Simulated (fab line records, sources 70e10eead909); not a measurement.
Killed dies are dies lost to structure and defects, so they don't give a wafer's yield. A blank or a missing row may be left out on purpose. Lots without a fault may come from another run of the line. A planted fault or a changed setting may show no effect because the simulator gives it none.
fab line records | flow nand_harc
record lots=13 wafers=39 last_day=33
route steps=1302 shown P_CONTACT@218 P_M0@260 END@1302
lots that met no fault: from a run of the same line without faults
start_h: hours from the record's first day to the start of the lot's first wafer shown | wait_h: hours since the lot's step before | " the same as in the row above | L1.1+2: a row that stands for several wafers | - no value, or no start given | * or withheld: withheld | < > ~ a bound
route shown NAME@n: a module of which the file shows steps, and the number in the route of the first | usual: mean/standard deviation of fault-free wafers | same: alike in all rows | chamber/n: place in a boat | sites: the reading at each site | _std_site: their standard deviation | _edge_site: outer sites' mean less inner sites' | radius_mm: how far each site lies from the wafer's centre | mask NAME#n: copy n | behind: the tool/chamber that last shaped the wafer | hold: why the lot was held/for how many hours/how that ended | device: the transistor (n, p or np) that didn't switch | end of line: the same wafers' tests at the end of the route | a step without rows: its recipe alone | killed: dies lost to structure and defects at the first sort, not the wafer's yield | map: a wafer's dies, x killed, . not, _ none there
set.NAME: the setting as run; set.NAME@STEP: as run at that earlier step | model.NAME: the simulator's own value behind a step, which no gauge read
steps of the route over a sample of lots; a table a step, a row a wafer
services: from which hour (start_h, from the record's first day; less than 0 if before it) a tool's chamber was out of use, for how many hours, and why
## steps
# step NHARC_P_CONTACT_DEP_00
# recipe target_thk_a=5000 temp_c=400 pressure_torr=6.5 rf_w=900 teos_flow_sccm=161.4 flow_sccm=2650 target_thk_nm=500 gas=O2 material=SiO2
# usual heater_power_w=534/97 throttle_valve_pct=15.9/0.55
# columns lot.wafer tool chamber start_h wait_h heater_power_w throttle_valve_pct
L620.1 pecvd-03 2 - - 410 17.1
L620.2 " 0 " " 493 15.7
L620.6 " 2 " " 414 16.7
L621.2 pecvd-03 1 - - 498 15.5
L621.1 " 2 " " 390 16.8
L621.6 " 0 " " 553 15.5
L622.3 pecvd-02 2 - - 517 15.3
L622.4 " 0 " " 676 16.0
L622.5 " 1 " " 536 16.0
L623.2 pecvd-02 0 - - 721 15.9
L623.1 " 1 " " 516 15.7
L623.4 " 1 " " 535 15.8
L624.2 pecvd-03 0 - - 589 15.7
L624.5 " 0 " " 604 15.7
L624.6 " 2 " " 348 16.9
L625.3 pecvd-01 2 - - 633 15.7
L625.2 " 0 " " 565 15.7
L625.4 " 1 " " 625 16.7
L627.1 pecvd-01 2 - - 661 15.7
L627.6 " 0 " " 444 15.7
L627.5 " 1 " " 541 16.8
L629.3 pecvd-02 0 - - 709 16.3
L629.1 " 1 " " 511 16.4
L629.5 " 0 " " 710 16.4
L635.1 pecvd-01 2 - - 607 15.7
L635.5 " 1 " " 566 16.9
L635.6 " 2 " " 643 15.8
L639.2 pecvd-01 0 - - 482 15.9
L639.6 " 1 " " 558 16.9
L639.5 " 2 " " 624 15.7
L640.2 pecvd-02 2 - - 498 15.2
L640.3 " 0 " " 734 15.3
L640.5 " 0 " " 766 15.1
L642.1 pecvd-02 1 - - 497 16.0
L642.4 " 1 " " 521 15.8
L642.6 " 2 " " 451 14.9
L643.3 pecvd-02 0 - - 736 15.5
L643.2 " 2 " " 588 15.2
L643.4 " 1 " " 452 15.8
# step NHARC_P_M0_EXPOSE_06
# recipe na=1.35 target_cd_nm=90 dose_mj=81.28 mask_id=P_M0
# usual exposure_dose_mJ_cm2=81.22/0.076 reticle_temp_C=23.02/0.11
# columns lot.wafer tool chamber start_h wait_h mask exposure_dose_mJ_cm2 reticle_temp_C
L620.1 arfi_scanner-02 0 120.94 - P_M0#0 81.27 22.87
L620.2 " 0 " " P_M0#0 81.33 22.94
L620.6 " 0 " " P_M0#0 81.30 23.01
L621.1 arfi_scanner-03 0 136.01 - P_M0#0 81.26 22.99
L621.2 " 0 " " P_M0#0 81.18 22.94
L621.6 " 0 " " P_M0#0 81.14 23.03
L622.3 arfi_scanner-02 0 136.44 - P_M0#0 81.27 22.96
L622.4 " 0 " " P_M0#0 81.26 22.83
L622.5 " 0 " " P_M0#0 81.32 22.89
L623.1 arfi_scanner-03 0 153.24 - P_M0#0 81.15 23.17
L623.2 " 0 " " P_M0#0 81.23 23.05
L623.4 " 0 " " P_M0#0 81.16 23.17
L624.2 arfi_scanner-03 0 158.32 - P_M0#0 81.27 23.00
L624.5 " 0 " " P_M0#0 81.28 22.99
L624.6 " 0 " " P_M0#0 81.14 22.91
L625.2 arfi_scanner-02 0 168.98 - P_M0#0 81.19 23.25
L625.3 " 0 " " P_M0#0 81.07 23.10
L625.4 " 0 " " P_M0#0 81.25 23.01
L627.1 arfi_scanner-03 0 189.11 - P_M0#0 129.94 22.87
L627.5 " 0 " " P_M0#0 129.97 22.99
L627.6 " 0 " " P_M0#0 129.91 22.93
L629.1 arfi_scanner-03 0 206.62 - P_M0#0 121.83 23.17
L629.3 " 0 " " P_M0#0 121.83 23.11
L629.5 " 0 " " P_M0#0 121.81 23.16
L635.1 arfi_scanner-01 0 283.82 - P_M0#0 81.10 23.02
L635.5 " 0 " " P_M0#0 81.17 23.22
L635.6 " 0 " " P_M0#0 81.13 23.07
L639.2 arfi_scanner-02 0 307.74 - P_M0#0 81.28 23.29
L639.5 " 0 " " P_M0#0 81.34 23.22
L639.6 " 0 " " P_M0#0 81.35 23.12
L640.2 arfi_scanner-02 0 323.00 - P_M0#0 81.21 23.09
L640.3 " 0 " " P_M0#0 81.16 22.99
L640.5 " 0 " " P_M0#0 81.25 22.93
L642.1 arfi_scanner-01 0 341.67 - P_M0#0 81.35 22.92
L642.4 " 0 " " P_M0#0 81.33 23.05
L642.6 " 0 " " P_M0#0 81.26 22.89
L643.2 arfi_scanner-02 0 348.64 - P_M0#0 81.24 22.93
L643.3 " 0 " " P_M0#0 81.13 23.07
L643.4 " 0 " " P_M0#0 81.07 23.13
# step NHARC_P_M0_CD_MEAS_09
# recipe target_cd_nm=90 landing_energy_ev=500
# usual cd_nm=89.8/0.85
# columns lot.wafer tool chamber start_h wait_h cd_nm
L620.1 cd_sem-01 0 121.08 - 90.2
L620.2 " 0 " " 89.7
L620.6 " 0 " " 90.6
L621.1 cd_sem-01 0 136.16 - 90.4
L621.2 " 0 " " 89.3
L621.6 " 0 " " 91.1
L622.3 cd_sem-02 0 136.58 - 90.1
L622.4 " 0 " " 88.1
L622.5 " 0 " " 89.8
L623.1 cd_sem-03 0 153.39 - 90.7
L623.2 " 0 " " 91.2
L623.4 " 0 " " 89.7
L624.2 cd_sem-02 0 158.45 - 90.3
L624.5 " 0 " " 90.7
L624.6 " 0 " " 89.4
L625.2 cd_sem-03 0 169.12 - 90.9
L625.3 " 0 " " 91.0
L625.4 " 0 " " 90.9
L627.1 cd_sem-02 0 189.25 - 120.3
L627.5 " 0 " " 118.3
L627.6 " 0 " " 121.3
L629.1 cd_sem-03 0 206.76 - 115.4
L629.3 " 0 " " 116.4
L629.5 " 0 " " 116.1
L635.1 cd_sem-03 0 283.96 - 91.1
L635.5 " 0 " " 90.3
L635.6 " 0 " " 91.0
L639.2 cd_sem-01 0 307.88 - 89.8
L639.5 " 0 " " 89.6
L639.6 " 0 " " 89.3
L640.2 cd_sem-03 0 323.14 - 89.6
L640.3 " 0 " " 89.4
L640.5 " 0 " " 89.6
L642.1 cd_sem-02 0 341.81 - 89.6
L642.4 " 0 " " 90.0
L642.6 " 0 " " 89.7
L643.2 cd_sem-03 0 348.78 - 89.8
L643.3 " 0 " " 89.8
L643.4 " 0 " " 89.7
# step NHARC_P_M0_DEGAS_28
# recipe temp_c=250 time_s=60
# usual heater_power_w=353/35
# columns lot.wafer tool chamber start_h wait_h heater_power_w
L620.1 pvd_sputter-02 - 122.19 - 310
L620.2 " - " " 387
L620.6 " - " " 398
L621.1 pvd_sputter-01 - 137.28 - 335
L621.2 " - " " 378
L621.6 " - " " 332
L622.4 pvd_sputter-02 - 138.46 - 345
L622.3 " - " " 351
L622.5 " - " " 388
L623.2 pvd_sputter-01 - 154.53 - 376
L623.1 " - " " 383
L623.4 " - " " 340
L624.2 pvd_sputter-02 - 159.60 - 396
L624.5 " - " " 304
L624.6 " - " " 398
L625.4 pvd_sputter-02 - 170.35 - 398
L625.3 " - " " 348
L625.2 " - " " 350
L627.1 pvd_sputter-01 - 190.37 - 339
L627.6 " - " " 367
L627.5 " - " " 381
L629.3 pvd_sputter-01 - 207.86 - 374
L629.1 " - " " 329
L629.5 " - " " 361
L635.1 pvd_sputter-03 - 285.19 - 349
L635.6 " - " " 270
L635.5 " - " " 329
L639.2 pvd_sputter-01 - 308.99 - 322
L639.6 " - " " 354
L639.5 " - " " 383
L640.2 pvd_sputter-02 - 324.32 - 313
L640.3 " - " " 407
L640.5 " - " " 366
L642.4 pvd_sputter-03 - 342.93 - 260
L642.1 " - " " 319
L642.6 " - " " 267
L643.2 pvd_sputter-01 - 350.05 - 363
L643.4 " - " " 372
L643.3 " - " " 333
# step NHARC_P_M0_PRE_CLEAN_29
# recipe time_s=30 temp_c=280 gas=H2/He
# usual heater_power_w=430/44
# columns lot.wafer tool chamber start_h wait_h heater_power_w
L620.1 pvd_sputter-02 - - - 435
L620.2 " - " " 436
L620.6 " - " " 494
L621.2 pvd_sputter-01 - - - 432
L621.1 " - " " 403
L621.6 " - " " 445
L622.3 pvd_sputter-02 - - - 446
L622.4 " - " " 489
L622.5 " - " " 422
L623.4 pvd_sputter-01 - - - 440
L623.2 " - " " 464
L623.1 " - " " 409
L624.2 pvd_sputter-02 - - - 440
L624.5 " - " " 434
L624.6 " - " " 366
L625.2 pvd_sputter-02 - - - 432
L625.3 " - " " 440
L625.4 " - " " 490
L627.1 pvd_sputter-01 - - - 412
L627.6 " - " " 475
L627.5 " - " " 435
L629.3 pvd_sputter-01 - - - 439
L629.1 " - " " 411
L629.5 " - " " 453
L635.1 pvd_sputter-03 - - - 399
L635.6 " - " " 438
L635.5 " - " " 333
L639.2 pvd_sputter-01 - - - 455
L639.6 " - " " 464
L639.5 " - " " 406
L640.2 pvd_sputter-02 - - - 452
L640.3 " - " " 457
L640.5 " - " " 387
L642.1 pvd_sputter-03 - - - 403
L642.4 " - " " 418
L642.6 " - " " 407
L643.2 pvd_sputter-01 - - - 462
L643.4 " - " " 443
L643.3 " - " " 465
# step NHARC_END_SORT_01
# recipe temp_c=25
# usual defect_limited_yield=90/4.1 killed_at_array=63/27 killed_at_other=0.7/1.2 killed_at_periphery=3.1/2 killed_dies=67/28 killed_open=3.0/1.9 killed_short=2.2/1.5
# same gross_dies=677
# columns lot.wafer tool chamber start_h wait_h defect_limited_yield[%] killed_at_array killed_at_other killed_at_periphery killed_dies killed_open killed_short
L621.1 prober-01 0 563.22 2.5 88 80 0 1 81 0 2
L621.2 prober-01 0 564.00 2.8 89 72 1 2 75 3 3
L621.6 prober-01 0 567.13 3.9 89 72 0 1 73 4 3
L620.1 prober-01 0 570.90 2.5 86 90 0 3 93 2 2
L620.2 prober-01 0 571.72 2.8 85 102 0 1 103 4 0
L620.6 prober-01 0 574.97 4.1 89 71 2 3 76 1 1
L622.3 prober-02 0 577.76 3.1 93 44 0 6 50 5 0
L622.4 prober-02 0 578.56 3.4 91 57 0 3 60 4 1
L622.5 prober-02 0 579.36 3.7 92 52 1 3 56 6 4
L624.2 prober-01 0 590.55 2.8 84 108 0 3 111 3 4
L624.5 prober-01 0 592.93 3.7 85 103 0 1 104 1 3
L624.6 prober-01 0 593.72 4.0 85 101 0 0 101 0 1
L625.2 prober-01 0 606.35 2.8 84 103 2 5 110 2 3
L625.3 prober-01 0 607.15 3.1 85 92 0 10 102 3 2
L625.4 prober-01 0 607.95 3.4 86 83 3 8 94 0 0
L627.1 prober-01 0 623.19 2.5 83 100 0 13 113 6 4
L627.5 prober-01 0 626.34 3.7 82 117 0 2 119 5 0
L627.6 prober-01 0 627.13 3.9 81 118 3 11 132 6 6
L629.3 prober-01 0 655.69 3.1 87 74 6 5 85 1 4
L635.1 prober-01 0 739.55 2.5 89 74 0 2 76 0 2
L635.5 prober-01 0 742.79 3.7 89 70 0 3 73 2 2
L635.6 prober-01 0 743.60 4.0 88 74 0 5 79 5 3
L639.2 prober-02 0 772.34 2.8 86 90 1 5 96 4 4
L639.5 prober-02 0 774.74 3.7 86 97 0 1 98 3 2
L639.6 prober-02 0 775.54 4.0 87 89 1 0 90 2 4
# killed by level:class
L621.1 A_CHANNEL_HOLE_D1:chamber_film_flake=30 A_SLIT:chamber_film_flake=19 A_CHANNEL_HOLE_D2:chamber_film_flake=10 A_SGD_CUT:chamber_film_flake=9 A_CONTACT:chamber_film_flake=7 A_SOURCE_PLATE:geometric_particle:short=1 A_CHANNEL_FILL_D2:geometric_particle:short=1 P_M1:chamber_film_flake=1
L621.2 A_CHANNEL_HOLE_D1:chamber_film_flake=30 A_SLIT:chamber_film_flake=19 A_CHANNEL_HOLE_D2:chamber_film_flake=7 A_SGD_CUT:chamber_film_flake=6 A_STAIRCASE:chamber_film_flake=2 A_CONTACT:chamber_film_flake=2 P_CONTACT:geometric_particle:open=1 A_SOURCE_PLATE:geometric_particle:open=1
L621.6 A_CHANNEL_HOLE_D1:chamber_film_flake=31 A_SLIT:chamber_film_flake=21 A_SGD_CUT:chamber_film_flake=6 A_CHANNEL_HOLE_D2:chamber_film_flake=4 A_CONTACT:chamber_film_flake=3 P_CONTACT:geometric_particle:open=1 A_ONON_D1:geometric_particle:short=1 A_CHANNEL_HOLE_D2:geometric_particle:open=1
L620.1 A_CHANNEL_HOLE_D1:chamber_film_flake=31 A_CHANNEL_HOLE_D2:chamber_film_flake=31 A_SLIT:chamber_film_flake=19 A_CHANNEL_FILL_D1:geometric_particle:short=2 A_CHANNEL_FILL_D2:chamber_film_flake=2 A_WL_FILL:chamber_film_flake=2 P_M0:geometric_particle:open=1 A_CHANNEL_FILL_D1:geometric_particle:open=1
L620.2 A_CHANNEL_HOLE_D1:chamber_film_flake=38 A_CHANNEL_HOLE_D2:chamber_film_flake=32 A_SLIT:chamber_film_flake=22 A_CONTACT:chamber_film_flake=3 A_DECK1_JOINT:chamber_film_flake=2 P_M0:geometric_particle:open=1 A_CHANNEL_HOLE_D2:geometric_particle:open=1 A_BLC:geometric_particle:open=1
L620.6 A_CHANNEL_HOLE_D1:chamber_film_flake=24 A_CHANNEL_HOLE_D2:chamber_film_flake=20 A_SLIT:chamber_film_flake=20 A_CONTACT:chamber_film_flake=3 P_STI:chamber_film_flake=2 A_CHANNEL_FILL_D2:chamber_film_flake=2 A_M1:geometric_particle:short=1 STARTING-WAFER:geometric_particle:open=1
L622.3 A_CHANNEL_HOLE_D2:chamber_film_flake=26 A_CONTACT:chamber_film_flake=5 A_CHANNEL_HOLE_D1:chamber_film_flake=4 P_STI:chamber_film_flake=3 A_M1:chamber_film_flake=3 A_CHANNEL_FILL_D2:chamber_film_flake=2 P_CONTACT:geometric_particle:open=1 P_M0:geometric_particle:open=1
L622.4 A_CHANNEL_HOLE_D2:chamber_film_flake=32 A_CONTACT:chamber_film_flake=10 P_STI:chamber_film_flake=3 A_CHANNEL_HOLE_D1:chamber_film_flake=3 A_DECK1_JOINT:chamber_film_flake=3 A_CHANNEL_FILL_D2:geometric_particle:open=2 A_CONTACT:geometric_particle:open=2 A_M1:chamber_film_flake=2
L622.5 A_CHANNEL_HOLE_D2:chamber_film_flake=26 A_M1:chamber_film_flake=6 A_CONTACT:chamber_film_flake=4 A_WL_FILL:chamber_film_flake=2 P_STI:geometric_particle:open=1 P_CONTACT:geometric_particle:open=1 A_SOURCE_PLATE:geometric_particle:open=1 A_ONON_D1:geometric_particle:short=1
L624.2 A_CHANNEL_HOLE_D1:chamber_film_flake=37 A_CHANNEL_HOLE_D2:chamber_film_flake=32 A_SLIT:chamber_film_flake=25 A_CONTACT:chamber_film_flake=3 A_ZERO_WELL:chamber_film_flake=2 P_M0:geometric_particle:short=1 P_M2:geometric_particle:open=1 A_ONON_D2:geometric_particle:short=1
L624.5 A_CHANNEL_HOLE_D2:chamber_film_flake=43 A_CHANNEL_HOLE_D1:chamber_film_flake=27 A_SLIT:chamber_film_flake=23 A_CONTACT:chamber_film_flake=4 A_STAIRCASE:chamber_film_flake=2 P_M0:geometric_particle:short=1 A_ONON_D1:geometric_particle:short=1 A_CHANNEL_HOLE_D1:geometric_particle:open=1
L624.6 A_CHANNEL_HOLE_D1:chamber_film_flake=33 A_CHANNEL_HOLE_D2:chamber_film_flake=31 A_SLIT:chamber_film_flake=31 A_ZERO_WELL:chamber_film_flake=2 A_ONON_D2:geometric_particle:short=1 A_DECK1_JOINT:chamber_film_flake=1 A_CHANNEL_FILL_D2:chamber_film_flake=1 A_CONTACT:chamber_film_flake=1
L625.2 A_CHANNEL_HOLE_D2:chamber_film_flake=35 A_SLIT:chamber_film_flake=29 A_CHANNEL_HOLE_D1:chamber_film_flake=28 P_GATE:chamber_film_flake=4 A_STAIRCASE:chamber_film_flake=3 A_ZERO_WELL:chamber_film_flake=2 THIN_TSV:chamber_film_flake=2 P_GATE:geometric_particle:short=1
L625.3 A_CHANNEL_HOLE_D1:chamber_film_flake=31 A_SLIT:chamber_film_flake=29 A_CHANNEL_HOLE_D2:chamber_film_flake=20 P_GATE:chamber_film_flake=6 A_CONTACT:chamber_film_flake=5 A_STAIRCASE:chamber_film_flake=3 P_CONTACT:geometric_particle:open=2 A_WL_FILL:geometric_particle:short=1
L625.4 A_SLIT:chamber_film_flake=29 A_CHANNEL_HOLE_D2:chamber_film_flake=24 A_CHANNEL_HOLE_D1:chamber_film_flake=23 P_GATE:chamber_film_flake=3 P_STI:chamber_film_flake=3 A_STAIRCASE:chamber_film_flake=3 THIN_TSV:chamber_film_flake=3 P_ZERO_WELL:chamber_film_flake=2
L627.1 A_SLIT:chamber_film_flake=35 A_CHANNEL_HOLE_D2:chamber_film_flake=25 A_CHANNEL_HOLE_D1:chamber_film_flake=15 A_CONTACT:chamber_film_flake=7 P_M0:area_expose=7 A_STAIRCASE:chamber_film_flake=5 A_ONON_D2:geometric_particle:short=3 P_BONDPAD:chamber_film_flake=3
L627.5 A_SLIT:chamber_film_flake=34 A_CHANNEL_HOLE_D2:chamber_film_flake=33 A_CHANNEL_HOLE_D1:chamber_film_flake=32 A_WL_FILL:chamber_film_flake=5 A_CONTACT:chamber_film_flake=5 A_STAIRCASE:chamber_film_flake=3 A_SOURCE_PLATE:geometric_particle:open=1 A_DECK1_JOINT:geometric_particle:open=1
L627.6 A_CHANNEL_HOLE_D2:chamber_film_flake=35 A_SLIT:chamber_film_flake=29 A_CHANNEL_HOLE_D1:chamber_film_flake=28 A_CONTACT:chamber_film_flake=10 P_M0:area_expose=8 A_ONON_D2:geometric_particle:short=3 THIN_TSV:chamber_film_flake=3 A_M0:geometric_particle:open=2
L629.3 A_SLIT:chamber_film_flake=35 A_CHANNEL_HOLE_D2:chamber_film_flake=13 A_CHANNEL_HOLE_D1:chamber_film_flake=6 A_WL_FILL:chamber_film_flake=6 THIN_TSV:chamber_film_flake=4 A_CHANNEL_FILL_D1:chamber_film_flake=3 A_STAIRCASE:chamber_film_flake=3 P_M0:area_expose=3
L635.1 A_CHANNEL_HOLE_D1:chamber_film_flake=30 A_CHANNEL_HOLE_D2:chamber_film_flake=30 A_CONTACT:chamber_film_flake=7 P_GATE:chamber_film_flake=2 A_CHANNEL_FILL_D2:chamber_film_flake=2 A_SLIT:chamber_film_flake=2 A_CHANNEL_FILL_D2:geometric_particle:short=1 A_WL_FILL:geometric_particle:short=1
L635.5 A_CHANNEL_HOLE_D1:chamber_film_flake=29 A_CHANNEL_HOLE_D2:chamber_film_flake=22 A_CONTACT:chamber_film_flake=9 A_SLIT:chamber_film_flake=3 A_SGD_CUT:chamber_film_flake=2 P_CONTACT:geometric_particle:open=1 A_ONON_D1:geometric_particle:open=1 A_CHANNEL_FILL_D1:geometric_particle:short=1
L635.6 A_CHANNEL_HOLE_D2:chamber_film_flake=33 A_CHANNEL_HOLE_D1:chamber_film_flake=25 A_SLIT:chamber_film_flake=3 A_CHANNEL_FILL_D2:chamber_film_flake=3 A_CONTACT:chamber_film_flake=3 P_M1:geometric_particle:open=2 P_ZERO_WELL:chamber_film_flake=2 A_CHANNEL_FILL_D1:geometric_particle:open=1
L639.2 A_CHANNEL_HOLE_D1:chamber_film_flake=29 A_SLIT:chamber_film_flake=28 A_CHANNEL_HOLE_D2:chamber_film_flake=18 A_CONTACT:chamber_film_flake=6 P_STI:chamber_film_flake=3 A_ZERO_WELL:chamber_film_flake=3 P_M0:geometric_particle:open=2 A_CHANNEL_FILL_D1:geometric_particle:open=2
L639.5 A_SLIT:chamber_film_flake=34 A_CHANNEL_HOLE_D1:chamber_film_flake=31 A_CHANNEL_HOLE_D2:chamber_film_flake=18 A_CONTACT:chamber_film_flake=6 A_ZERO_WELL:chamber_film_flake=3 A_CHANNEL_FILL_D1:geometric_particle:open=1 A_DECK1_JOINT:geometric_particle:short=1 A_WL_FILL:geometric_particle:short=1
L639.6 A_SLIT:chamber_film_flake=26 A_CHANNEL_HOLE_D1:chamber_film_flake=25 A_CHANNEL_HOLE_D2:chamber_film_flake=22 A_CONTACT:chamber_film_flake=6 A_ONON_D1:geometric_particle:short=2 A_ZERO_WELL:chamber_film_flake=2 A_SOURCE_PLATE:geometric_particle:short=1 A_ONON_D2:geometric_particle:short=1
## services
# columns tool chamber start_h hours kind
pvd_sputter-02 - 104.00 10.0 pm
arfi_scanner-01 - 105.28 4.0 pm
pecvd-01 - 130.34 13.0 pm
pvd_sputter-03 - 131.58 9.0 repair
pvd_sputter-03 - 143.44 17.0 repair
pvd_sputter-03 - 170.00 10.0 pm
pecvd-03 - 185.39 13.0 pm
arfi_scanner-03 - 196.01 4.0 pm
pecvd-01 2 210.51 18.0 repair
pecvd-02 0 220.34 3.9 repair
pvd_sputter-01 - 226.00 10.0 pm
pecvd-02 - 227.26 13.0 pm
pecvd-03 - 247.44 0.7 repair
pecvd-02 1 249.73 14.4 repair
pvd_sputter-02 - 259.39 2.7 repair
arfi_scanner-01 - 277.28 4.0 pm
pecvd-02 0 280.37 8.9 repair
pvd_sputter-02 - 282.00 10.0 pm
arfi_scanner-02 - 295.60 2.3 repair
arfi_scanner-02 - 304.88 0.8 repair
pecvd-01 - 311.38 13.0 pm
arfi_scanner-02 - 312.00 4.0 pm
pecvd-01 2 338.24 2.3 repair
pvd_sputter-03 - 348.00 10.0 pm
## key
first_sign step=NHARC_P_M0_EXPOSE_06 reading=exposure_dose_mJ_cm2 direction=up sigmas=99+ usual=81.22 struck=125.88
effect step=NHARC_P_M0_CD_MEAS_09 reading=cd_nm direction=up sigmas=33 usual=89.8 struck=118.0 through=control_loop
met_at NHARC_P_M0_EXPOSE_06
struck_lots L627,L629
loop_trim step=NHARC_P_M0_EXPOSE_06 setting=dose lots=L629
not_acting_at NHARC_P_CONTACT_DEP_00,NHARC_P_M0_DEGAS_28,NHARC_P_M0_PRE_CLEAN_29
onset_between 158.32 189.11
fault kind=process_parameter_drift tool=arfi_scanner-03 chamber=- onset_h=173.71 steps=NHARC_P_M0_EXPOSE_06 channel=dose_mj offset=48.644 shape=step acts_in=these_recipes_only stated=81.28
# loop_trim: a control loop set the setting to another value than it would have without faults
